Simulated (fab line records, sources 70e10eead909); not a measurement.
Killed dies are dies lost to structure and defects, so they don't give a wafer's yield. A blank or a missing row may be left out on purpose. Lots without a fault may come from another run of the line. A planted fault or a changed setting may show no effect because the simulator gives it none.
fab line records | flow nand_harc
record lots=12 wafers=36 last_day=34
route steps=1302 shown A_CHANNEL_HOLE_D1@471 A_CHANNEL_FILL_D1@493 END@1302
lots that met no fault: from a run of the same line without faults
start_h: hours from the record's first day to the start of the lot's first wafer shown | wait_h: hours since the lot's step before | " the same as in the row above | L1.1+2: a row that stands for several wafers | - no value, or no start given | * or withheld: withheld | < > ~ a bound
route shown NAME@n: a module of which the file shows steps, and the number in the route of the first | usual: mean/standard deviation of fault-free wafers | same: alike in all rows | chamber/n: place in a boat | sites: the reading at each site | _std_site: their standard deviation | _edge_site: outer sites' mean less inner sites' | radius_mm: how far each site lies from the wafer's centre | mask NAME#n: copy n | behind: the tool/chamber that last shaped the wafer | hold: why the lot was held/for how many hours/how that ended | device: the transistor (n, p or np) that didn't switch | end of line: the same wafers' tests at the end of the route | a step without rows: its recipe alone | killed: dies lost to structure and defects at the first sort, not the wafer's yield | map: a wafer's dies, x killed, . not, _ none there
set.NAME: the setting as run; set.NAME@STEP: as run at that earlier step | model.NAME: the simulator's own value behind a step, which no gauge read
steps of the route over a sample of lots; a table a step, a row a wafer
services: from which hour (start_h, from the record's first day; less than 0 if before it) a tool's chamber was out of use, for how many hours, and why
## steps
# step NHARC_A_CHANNEL_HOLE_D1_ETCH_19
# recipe bias_v=1200 source_w=2500 pressure_mtorr=15 time_s=34.5 ar_flow_sccm=375 c4f8_flow_sccm=28.8 o2_flow_sccm=96.2 temp_c=-20 target_depth_a=* chemistry=C4F8/O2/Ar
# usual drypump_motor_current_A=6.01/0.096 o2_flow_sccm=96.24/0.29 showerhead_plenum_p_Torr=3.73/0.15 throttle_valve_pct=37.039/0.0095
# columns lot.wafer tool chamber start_h wait_h drypump_motor_current_A o2_flow_sccm rf_hours_counter_h showerhead_plenum_p_Torr throttle_valve_pct
L400.1 har_etch-01 1 187.20 0.5 5.91 96.44 84 3.78 37.050
L400.2 " 0 " " 5.96 96.19 84 3.78 37.032
L400.5 " 0 " " 5.95 95.99 - 3.78 37.055
L402.2 har_etch-02 1 214.67 0.1 6.06 95.97 313 3.45 37.049
L402.3 " 1 " " 6.05 96.26 - 3.45 37.025
L402.5 " 1 " " 6.04 96.67 - 3.45 37.014
L408.2 har_etch-02 0 276.77 0.7 6.12 96.10 347 3.78 37.035
L408.1 " 1 " " 6.07 96.30 347 3.43 37.038
L408.4 " 1 " " 6.05 96.15 - 3.43 37.039
L409.2 har_etch-02 0 289.59 0.1 6.14 95.83 351 3.78 37.049
L409.5 " 1 " " 6.04 96.20 - 3.43 37.029
L409.6 " 0 " " 6.12 96.25 - 3.78 37.033
L410.4 har_etch-01 0 302.92 4.1 5.95 95.86 - 3.74 37.032
L410.3 " 1 " " 5.84 96.24 - 3.74 37.028
L410.5 " 0 " " 5.98 96.38 - 3.74 37.034
L411.3 har_etch-02 1 303.19 4.3 6.06 96.56 - 3.42 37.036
L411.6 " 0 " " 6.08 96.16 - 3.77 37.036
L411.5 " 1 " " 6.05 96.23 - 3.42 37.037
L415.3 har_etch-01 1 343.75 1.6 5.90 95.75 - 3.73 37.037
L415.5 " 1 " " 5.89 96.22 - 3.73 37.037
L415.6 " 0 " " 5.96 96.13 - 3.73 37.053
L416.1 har_etch-02 0 353.15 2.9 6.11 96.66 393 3.76 37.029
L416.2 " 1 " " 6.06 96.71 385 3.98 37.045
L416.5 " 0 " " 6.08 96.30 - 3.76 37.059
L417.1 har_etch-02 1 357.88 0.1 6.04 96.18 389 3.97 37.020
L417.3 " 1 " " 6.02 96.51 - 3.97 37.048
L417.4 " 0 " " 6.08 96.62 - 3.75 37.060
L419.2 har_etch-01 0 383.23 2.4 5.97 96.66 199 3.71 37.026
L419.4 " 0 " " 5.94 96.46 - 3.71 37.040
L419.3 " 1 " " 5.84 96.43 - 3.71 37.033
L421.1 har_etch-01 1 406.40 3.6 5.83 96.57 214 3.70 37.040
L421.4 " 0 " " 5.96 96.79 - 3.70 37.034
L421.6 " 1 " " 5.86 96.31 - 3.70 37.040
L422.1 har_etch-02 0 412.85 0.1 6.13 96.42 11 3.74 37.036
L422.3 " 0 " " 6.13 96.31 - 3.74 37.034
L422.5 " 0 " " 6.11 95.94 - 3.74 37.037
# step NHARC_A_CHANNEL_HOLE_D1_ETCH_21
# recipe bias_v=3000 source_w=withheld pressure_mtorr=20 time_s=514.3 ar_flow_sccm=375 c4f8_flow_sccm=89.3 o2_flow_sccm=35.7 temp_c=-20 target_depth_a=16000 chemistry=C4F8/O2/Ar
# usual drypump_motor_current_A=6.01/0.1 o2_flow_sccm=35.69/0.11 showerhead_plenum_p_Torr=3.69/0.14 throttle_valve_pct=32.154/0.0098
# columns lot.wafer tool chamber start_h wait_h drypump_motor_current_A o2_flow_sccm rf_hours_counter_h showerhead_plenum_p_Torr throttle_valve_pct
L400.1 har_etch-01 1 187.63 0.3 5.82 35.70 84 3.73 32.170
L400.2 " 0 " " 5.99 35.58 84 3.73 32.148
L400.5 " 0 " " 5.96 35.71 - 3.73 32.143
L402.2 har_etch-02 1 215.14 0.3 6.06 35.77 313 3.42 32.151
L402.3 " 1 " " 6.06 35.62 - 3.42 32.138
L402.5 " 1 " " 6.07 35.68 - 3.42 32.151
L408.2 har_etch-02 0 277.19 0.3 6.09 35.77 347 3.74 32.148
L408.1 " 1 " " 6.07 35.63 347 3.40 32.150
L408.4 " 1 " " 6.05 35.74 - 3.40 32.150
L409.2 har_etch-02 0 290.07 0.3 6.09 35.63 351 3.74 32.149
L409.5 " 1 " " 6.05 35.74 - 3.40 32.152
L409.6 " 0 " " 6.13 35.51 - 3.74 32.148
L410.4 har_etch-01 0 303.45 0.3 5.94 35.67 - 3.70 32.145
L410.3 " 1 " " 5.86 35.60 - 3.70 32.130
L410.5 " 0 " " 6.01 35.60 - 3.70 32.156
L411.3 har_etch-02 1 303.78 0.3 6.06 35.55 - 3.39 32.162
L411.6 " 0 " " 6.12 35.73 - 3.73 32.155
L411.5 " 1 " " 6.07 35.89 - 3.39 32.152
L415.3 har_etch-01 1 344.29 0.3 5.83 35.53 - 3.69 32.139
L415.5 " 1 " " 5.85 35.69 - 3.69 32.166
L415.6 " 0 " " 5.96 35.50 - 3.69 32.163
L416.1 har_etch-02 0 353.58 0.3 6.11 35.70 393 3.71 32.152
L416.2 " 1 " " 6.04 35.53 386 3.92 32.166
L416.5 " 0 " " 6.13 35.52 - 3.71 32.149
L417.1 har_etch-02 1 358.30 0.3 6.08 35.81 389 3.92 32.148
L417.3 " 1 " " 6.05 35.83 - 3.92 32.135
L417.4 " 0 " " 6.15 35.83 - 3.71 32.142
L419.2 har_etch-01 0 383.65 0.3 5.93 35.71 199 3.67 32.149
L419.4 " 0 " " 5.97 35.74 - 3.67 32.155
L419.3 " 1 " " 5.86 35.68 - 3.67 32.155
L421.1 har_etch-01 1 406.83 0.3 5.82 35.60 214 3.66 32.169
L421.4 " 0 " " 5.96 35.73 - 3.66 32.182
L421.6 " 1 " " 5.82 35.73 - 3.66 32.156
L422.1 har_etch-02 0 413.34 0.3 6.14 35.60 12 3.70 32.167
L422.3 " 0 " " 6.15 35.73 - 3.70 32.148
L422.5 " 0 " " 6.11 35.60 - 3.70 32.150
# step NHARC_A_CHANNEL_HOLE_D1_ETCH_26
# recipe bias_v=300 source_w=2000 pressure_mtorr=30 time_s=224.1 ar_flow_sccm=375 c4f8_flow_sccm=11.4 o2_flow_sccm=113.6 temp_c=-20 target_depth_a=3000 chemistry=C4F8/O2/Ar
# usual drypump_motor_current_A=6.01/0.1 o2_flow_sccm=113.6/0.31 showerhead_plenum_p_Torr=3.73/0.15 throttle_valve_pct=24.585/0.0091
# columns lot.wafer tool chamber start_h wait_h drypump_motor_current_A o2_flow_sccm rf_hours_counter_h showerhead_plenum_p_Torr throttle_valve_pct
L400.1 har_etch-01 1 190.99 0.7 5.78 113.3 88 3.78 24.577
L400.2 " 0 " " 5.96 113.4 88 3.78 24.602
L400.5 " 0 " " 5.97 113.3 - 3.78 24.587
L402.2 har_etch-02 1 218.45 0.6 6.05 114.3 316 3.45 24.581
L402.3 " 1 " " 6.07 113.6 - 3.45 24.573
L402.5 " 1 " " 6.05 114.0 - 3.45 24.590
L408.2 har_etch-02 0 280.53 0.7 6.10 114.1 350 3.78 24.588
L408.1 " 1 " " 6.05 113.4 350 3.43 24.579
L408.4 " 1 " " 6.05 113.5 - 3.43 24.581
L409.2 har_etch-02 0 293.37 0.6 6.13 113.7 354 3.78 24.592
L409.5 " 1 " " 6.04 113.4 - 3.43 24.590
L409.6 " 0 " " 6.13 113.4 - 3.78 24.578
L410.4 har_etch-01 0 306.74 0.5 5.96 113.1 - 3.74 24.591
L410.3 " 1 " " 5.88 113.4 - 3.74 24.590
L410.5 " 0 " " 5.99 113.2 - 3.74 24.581
L411.3 har_etch-02 1 307.02 0.4 6.03 113.5 - 3.42 24.595
L411.6 " 0 " " 6.12 113.7 - 3.78 24.585
L411.5 " 1 " " 6.05 113.9 - 3.42 24.587
L415.3 har_etch-01 1 347.56 0.5 5.82 113.6 - 3.73 24.580
L415.5 " 1 " " 5.82 113.5 - 3.73 24.592
L415.6 " 0 " " 5.98 114.4 - 3.73 24.583
L416.1 har_etch-02 0 356.95 0.7 6.09 114.4 397 3.76 24.581
L416.2 " 1 " " 6.05 113.9 389 3.98 24.582
L416.5 " 0 " " 6.07 113.4 - 3.76 24.577
L417.1 har_etch-02 1 361.64 0.7 6.03 113.4 393 3.98 24.602
L417.3 " 1 " " 6.05 113.3 - 3.98 24.580
L417.4 " 0 " " 6.14 113.5 - 3.76 24.597
L419.2 har_etch-01 0 387.00 0.7 5.94 113.8 203 3.71 24.587
L419.4 " 0 " " 5.97 113.9 - 3.71 24.592
L419.3 " 1 " " 5.83 113.4 - 3.71 24.583
L421.1 har_etch-01 1 410.20 0.7 5.88 113.9 218 3.71 24.580
L421.4 " 0 " " 5.97 114.1 - 3.71 24.569
L421.6 " 1 " " 5.85 114.3 - 3.71 24.588
L422.1 har_etch-02 0 416.64 0.6 6.11 114.1 15 3.74 24.596
L422.3 " 0 " " 6.14 113.3 - 3.74 24.576
L422.5 " 0 " " 6.11 113.7 - 3.74 24.584
# step NHARC_A_CHANNEL_FILL_D1_ALD_03
# recipe target_thk_a=60 pulse_time_s=60 ald_cycles=58 temp_c=630 pressure_torr=2 material=SiNx
# usual ald_cycles=58/0 chamber_pressure_Torr=1.999/0.0053 precursor_pulse_height_rel=0.999/0.021
# columns lot.wafer tool chamber start_h wait_h ald_cycles chamber_pressure_Torr precursor_pulse_height_rel
L400.1 ald_sin_batch-02 0 195.82 - 58 1.991 1.015
L400.2 " 0 " " 58 1.994 0.982
L400.5 " 0 " " 58 1.999 0.990
L402.2 ald_sin_batch-02 0 224.01 - 58 2.008 0.963
L402.3 " 0 " " 58 2.001 0.985
L402.5 " 0 " " 58 2.003 1.014
L408.1 ald_sin_batch-01 0 286.12 - 58 1.992 0.986
L408.2 " 0 " " 58 2.005 1.023
L408.4 " 0 " " 58 1.999 0.979
L409.2 ald_sin_batch-01 0 300.41 - 58 1.998 1.026
L409.5 " 0 " " 58 2.000 1.017
L409.6 " 0 " " 58 1.994 1.007
L410.3 ald_sin_batch-02 0 312.24 - 58 1.990 1.000
L410.4 " 0 " " 58 2.007 1.040
L410.5 " 0 " " 58 2.001 0.993
L411.3 ald_sin_batch-02 0 312.24 - 58 2.006 0.995
L411.5 " 0 " " 58 2.005 0.978
L411.6 " 0 " " 58 1.998 1.006
L415.3 ald_sin_batch-01 0 353.07 - 58 1.992 0.983
L415.5 " 0 " " 58 1.999 1.002
L415.6 " 0 " " 58 1.999 0.980
L416.1 ald_sin_batch-01 - 362.49 - - - -
L416.2 " - " " - - -
L416.5 " - " " - - -
L417.1 ald_sin_batch-01 - 367.23 - - - -
L417.3 " - " " - - -
L417.4 " - " " - - -
L419.2 ald_sin_batch-02 0 391.62 - 58 1.991 1.001
L419.3 " 0 " " 58 1.984 0.994
L419.4 " 0 " " 58 1.994 1.021
L421.1 ald_sin_batch-01 0 415.80 - 58 2.007 1.011
L421.4 " 0 " " 58 2.005 0.998
L421.6 " 0 " " 58 1.999 1.033
L422.1 ald_sin_batch-01 0 422.16 - 58 1.996 0.996
L422.3 " 0 " " 58 2.004 0.975
L422.5 " 0 " " 58 1.998 0.959
# step NHARC_END_SORT_01
# recipe temp_c=25
# usual killed_at_array=56/17 killed_at_other=0.9/1.2 killed_at_periphery=3.9/2.5 killed_dies=61/17 killed_open=3.2/1.8 killed_short=2.7/1.7
# same gross_dies=677
# columns lot.wafer tool chamber start_h wait_h killed_at_array killed_at_other killed_at_periphery killed_dies killed_open killed_short
L417.1 prober-02 0 731.40 2.5 669 1 7 677 4 1
L417.3 prober-02 0 733.00 3.1 669 1 7 677 2 0
L417.4 prober-02 0 733.80 3.4 671 2 4 677 2 7
L416.1 prober-02 0 743.37 2.5 677 0 0 677 4 1
L416.2 prober-02 0 744.17 2.8 670 0 7 677 3 3
L416.5 prober-02 0 746.56 3.7 674 0 3 677 4 3
# killed by level:class
L417.1 A_CHANNEL_FILL_D1:area_ald=607 A_CHANNEL_HOLE_D1:chamber_film_flake=30 A_SLIT:chamber_film_flake=18 P_BONDPAD:chamber_film_flake=4 A_STAIRCASE:chamber_film_flake=3 A_CONTACT:chamber_film_flake=3 P_GATE:geometric_particle:open=1 A_DECK1_JOINT:geometric_particle:short=1
L417.3 A_CHANNEL_FILL_D1:area_ald=588 A_CHANNEL_HOLE_D1:chamber_film_flake=37 A_SLIT:chamber_film_flake=36 A_WL_FILL:chamber_film_flake=4 P_ZERO_WELL:chamber_film_flake=3 P_BONDPAD:chamber_film_flake=3 A_CONTACT:chamber_film_flake=2 P_GATE:geometric_particle:open=1
L417.4 A_CHANNEL_FILL_D1:area_ald=596 A_CHANNEL_HOLE_D1:chamber_film_flake=41 A_SLIT:chamber_film_flake=21 A_CONTACT:chamber_film_flake=3 A_ZERO_WELL:chamber_film_flake=2 P_M0:geometric_particle:open=1 P_BONDPAD:geometric_particle:short=1 A_ONON_D1:geometric_particle:short=1
L416.1 A_CHANNEL_FILL_D1:area_ald=626 A_CHANNEL_HOLE_D1:chamber_film_flake=39 A_CONTACT:geometric_particle:open=2 A_STAIRCASE:chamber_film_flake=2 A_SLIT:chamber_film_flake=2 A_CONTACT:chamber_film_flake=2 A_ONON_D1:geometric_particle:open=1 A_CHANNEL_HOLE_D1:geometric_particle:open=1
L416.2 A_CHANNEL_FILL_D1:area_ald=626 A_CHANNEL_HOLE_D1:chamber_film_flake=25 A_CONTACT:chamber_film_flake=10 P_BONDPAD:chamber_film_flake=3 P_GATE:chamber_film_flake=2 A_SLIT:chamber_film_flake=2 P_GATE:geometric_particle:open=1 P_GATE:geometric_particle:short=1
L416.5 A_CHANNEL_FILL_D1:area_ald=621 A_CHANNEL_HOLE_D1:chamber_film_flake=28 A_CONTACT:chamber_film_flake=10 A_CHANNEL_FILL_D1:chamber_film_flake=3 A_WL_FILL:geometric_particle:short=2 P_BONDPAD:chamber_film_flake=2 A_ZERO_WELL:chamber_film_flake=2 A_SLIT:chamber_film_flake=2
## services
# columns tool chamber start_h hours kind
ald_sin_batch-02 - 266.00 26.0 pm
har_etch-02 1 312.36 - consumable_replace:showerhead
har_etch-02 1 312.36 17.0 scheduled_down
har_etch-02 1 312.36 17.0 vent_cycle
har_etch-02 - 377.15 17.0 pm
har_etch-02 0 377.15 17.0 vent_cycle
har_etch-02 1 377.15 17.0 vent_cycle
har_etch-02 0 394.15 - clean
har_etch-02 0 394.15 - consumable_replace:focus_ring
har_etch-02 1 394.15 - clean
har_etch-02 1 394.15 - consumable_replace:focus_ring
## key
first_sign step=NHARC_A_CHANNEL_FILL_D1_ALD_03 reading=tool_record direction=missing
effect step=NHARC_END_SORT_01 reading=killed_at_array direction=up sigmas=36 usual=56 struck=672
more_kills_born_at NHARC_A_CHANNEL_FILL_D1_ALD_03@ald_sin_batch-01=3664
met_at NHARC_A_CHANNEL_FILL_D1_ALD_03
struck_lots L416,L417
later_rows_left_out L416.1,L416.2,L416.5,L417.1,L417.3,L417.4
tester_left_out L416,L417
not_acting_at NHARC_A_CHANNEL_HOLE_D1_ETCH_19,NHARC_A_CHANNEL_HOLE_D1_ETCH_21,NHARC_A_CHANNEL_HOLE_D1_ETCH_26
onset_between 353.07 362.49
fault kind=skipped_step_whole tool=ald_sin_batch-01 chamber=- onset_h=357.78 steps=NHARC_A_CHANNEL_FILL_D1_ALD_03 scope=struck_lots_only
# tester_left_out: of these lots the tester's yield and bins aren't shown, on N5 and GAA mostly nor the transistor test; their killed dies are dies lost to structure and defects alone, not to doping, threshold or leakage, so they don't give the yield
# later_rows_left_out: the simulator's readings of these wafers behind a module that went badly wrong aren't trusted and aren't shown, but for the sort
